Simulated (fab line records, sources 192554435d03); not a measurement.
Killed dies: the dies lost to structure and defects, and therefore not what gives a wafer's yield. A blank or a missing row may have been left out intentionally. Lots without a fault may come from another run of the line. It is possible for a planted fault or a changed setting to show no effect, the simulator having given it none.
Comparing a struck lot with a sound one :: flow n5Finfet :: 16 steps out of a route of 1938
Sound: wafers L152.3, L152.4, L152.6. Struck: wafer L165.2. (L165.3 of the same lot was not struck and is left out.) The cause comes at the end.
Per side, at each step with rows, come the tool, then ch with its chambers, and then its first start. Under that, the readings that differ: sound wafers :: struck wafers :: difference of the means :: sigmas: that difference in standard deviations of wafers without a fault.
alike: a reading whose means differ by less than 2 such deviations, as well as words and numbers matching on both sides. not compared: withheld readings; readings where some wafer has no value; bounds like >300 that might hide an equal value; numbers whose values overlap and for which the record gives no deviation.
Wherever a step has rows on one side only, a row that says differs or no value, or a row with sigmas, the two part there. Numbers that have no deviation but don't overlap get no sigmas and don't part them. A reading missing from all wafers of one side parts the sides only when that side holds two or more wafers.

first, 7 steps without rows for these wafers: N5_BEOL_M0_SAQP_COAT_87 (time 60 s, resist thk 5 nm); N5_BEOL_M0_SAQP_COAT_34 (resist thk 30 nm); N5_BEOL_M0_SAQP_EBR_36; N5_BEOL_M0_SAQP_SOFTBAKE_35 (time 60 s); N5_BEOL_M0_SAQP_EXPOSE_37 (exposes mask M0 CUT1, target cd 30 nm); N5_BEOL_M0_SAQP_PEB_38 (peb time 60 s); N5_BEOL_M0_SAQP_DEVELOP_39 (develop time 30 s).
N5_BEOL_M0_SAQP_CD_MEAS_40: target cd 30 nm.
  sound on cdSem-01 ch 0, day 6 08:38; struck on cdSem-02 ch 0, day 9 16:56
  alike: cdNm
N5_BEOL_M0_SAQP_OVL_MEAS_41:
  sound on overlay-02 ch 0, day 6 08:41; struck on overlay-02 ch 0, day 9 16:59
  alike: M0_CUT1_OVL
N5_BEOL_M0_SAQP_INSPECT_42: inspects for defects (brightfield).
  struck on defectInspect-02, day 9 17:02; sound on defectInspect-01, day 6 08:43
  alike: rawDefectCount
N5_BEOL_M0_SAQP_DESCUM_45: chemistry O2, time 7 s.
  sound on rieDiel-05 ch 0,1, day 6 08:46; struck on rieDiel-02 ch 2, day 9 17:04
  alike: drypumpMotorCurrentA, oesProductAu, rfVppV, showerheadPlenumPTorr, throttleValvePct
  not compared: rfHoursCounterH
N5_BEOL_M0_SAQP_ETCH_88: etches underlayer in N2/H2, target depth 6.5 nm, time 5.2 s.
  sound on rieDiel-05 ch 0,1, day 6 08:47; struck on rieDiel-02 ch 2, day 9 17:07
  alike: drypumpMotorCurrentA, etchRfOnTimeS, oesProductAu, rfVppV, showerheadPlenumPTorr, throttleValvePct
  not compared: rfHoursCounterH
N5_BEOL_M0_SAQP_ETCH_73: etches SiARC in CF4, target depth 19.5 nm, time 32.5 s.
  sound on rieDiel-05 ch 0,1, day 6 08:49; struck on rieDiel-02 ch 2, day 9 17:08
reading: etchRfOnTimeS (s)
sound: 31.7 31.2 31.6
struck: 18.7
difference: -12.8
sigmas: -14

reading: oesProductAu (a.u.)
sound: 0.73 0.63 0.73
struck: 0.91
difference: +0.21
sigmas: +3
  alike: drypumpMotorCurrentA, rfVppV, showerheadPlenumPTorr, throttleValvePct
  not compared: rfHoursCounterH
N5_BEOL_M0_SAQP_CUT_ETCH_46: etches SOC in N2/H2, target depth 135 nm, overetch 27 nm, time 202.5 s.
  sound on rieDiel-05 ch 0,1, day 6 08:50; struck on rieDiel-02 ch 2, day 9 17:11
  alike: drypumpMotorCurrentA, rfVppV, showerheadPlenumPTorr, throttleValvePct
  not compared: rfHoursCounterH
-- a jump in the record: the struck wafers' starts before and after are 4 days apart (it breaks off in module BEOL_M0_SAQP and resumes in module BEOL_M4, where the first step shown is number 1111 of the route) --
N5_BEOL_M4_RC_MEAS_101:
  sound on prober-01 ch 0, day 9 16:58; struck on prober-02 ch 0, day 13 10:27
reading: ION_P (uA/um)
sound: 468 470 466
struck: 450
difference: -18
sigmas: -3
  alike: DIBL_N, DIBL_P, IOFF_N, IOFF_P, ION_N, SS_N, SS_P, VT_N, VT_P
N5_PASSIVATION_PROBE_49:
  sound wafers here have rows in the record (prober-01, day 14 11:56); struck ones have none

WHERE THEY PART
At N5_BEOL_M0_SAQP_ETCH_73 first; at N5_PASSIVATION_PROBE_49 last (within this record only).

WHY: what had been put in by the simulator
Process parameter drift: rieDiel-02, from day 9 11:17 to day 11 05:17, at N5_BEOL_M0_SAQP_ETCH_73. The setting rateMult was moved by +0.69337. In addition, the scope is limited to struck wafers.
